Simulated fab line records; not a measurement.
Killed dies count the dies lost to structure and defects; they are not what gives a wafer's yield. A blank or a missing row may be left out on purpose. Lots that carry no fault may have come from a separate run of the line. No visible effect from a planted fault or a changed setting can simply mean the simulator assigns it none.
Matching of chambers + flow n5Finfet + N5_BEOL_M11_CURE_71 on uvCure-03: 3 sister chambers
The step cures SiCOH lowk, time 240 s. 3 wafers are shown with their chamber, then 12 later ones without.

== WAFERS, EACH WITH ITS CHAMBER ==
| wafer  | chamber | wafer_temp_C_max |
|--------|---------|------------------|
| L090.6 | 1       | 386.2            |
| L088.6 | 2       | 386.4            |
| L087.6 | 0       | 386.0            |

== WAFERS WITH NO CHAMBER GIVEN ==
| wafer  | wafer_temp_C_max |
|--------|------------------|
| L091.3 | 386.2            |
| L091.4 | 386.4            |
| L091.5 | 386.8            |
| L094.2 | 385.8            |
| L094.3 | 386.5            |
| L094.4 | 385.7            |
| L095.1 | 386.4            |
| L095.2 | 386.0            |
| L095.6 | 386.6            |
| L097.4 | 387.2            |
| L097.5 | 386.7            |
| L097.6 | 386.3            |

== WHICH CHAMBER EACH ONE RAN IN ==
| wafer  | from the rows above          | in truth |
|--------|------------------------------|----------|
| L091.3 | can't be placed: 1 or 0 or 2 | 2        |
| L091.4 | can't be placed: 2 or 1 or 0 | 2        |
| L091.5 | can't be placed: 2 or 1 or 0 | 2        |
| L094.2 | can't be placed: 0 or 1 or 2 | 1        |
| L094.3 | can't be placed: 2 or 1 or 0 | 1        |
| L094.4 | can't be placed: 0 or 1 or 2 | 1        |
| L095.1 | can't be placed: 2 or 1 or 0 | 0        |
| L095.2 | can't be placed: 0 or 1 or 2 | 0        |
| L095.6 | can't be placed: 2 or 1 or 0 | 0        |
| L097.4 | can't be placed: 2 or 1 or 0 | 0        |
| L097.5 | can't be placed: 2 or 1 or 0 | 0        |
| L097.6 | can't be placed: 2 or 1 or 0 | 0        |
0 of 12 placed correctly. These rows do not allow placing 12 (true chamber among the candidates in 12). Wrongly placed: 0.
How it was worked out, from the rows above alone: a wafer's distance from a chamber is the root of the sum, over the readings, of the square of ((its reading less the chamber's mean) divided by the reading's scatter). If the next closest chamber is less than 2 further off than the closest, the wafer can't be placed; otherwise it belongs to the closest. Each chamber's mean is taken over the wafers shown for it. The scatter (one wafer shown for each chamber): square how far every hidden wafer sits from the nearest shown wafer, average those squares and take the square root.
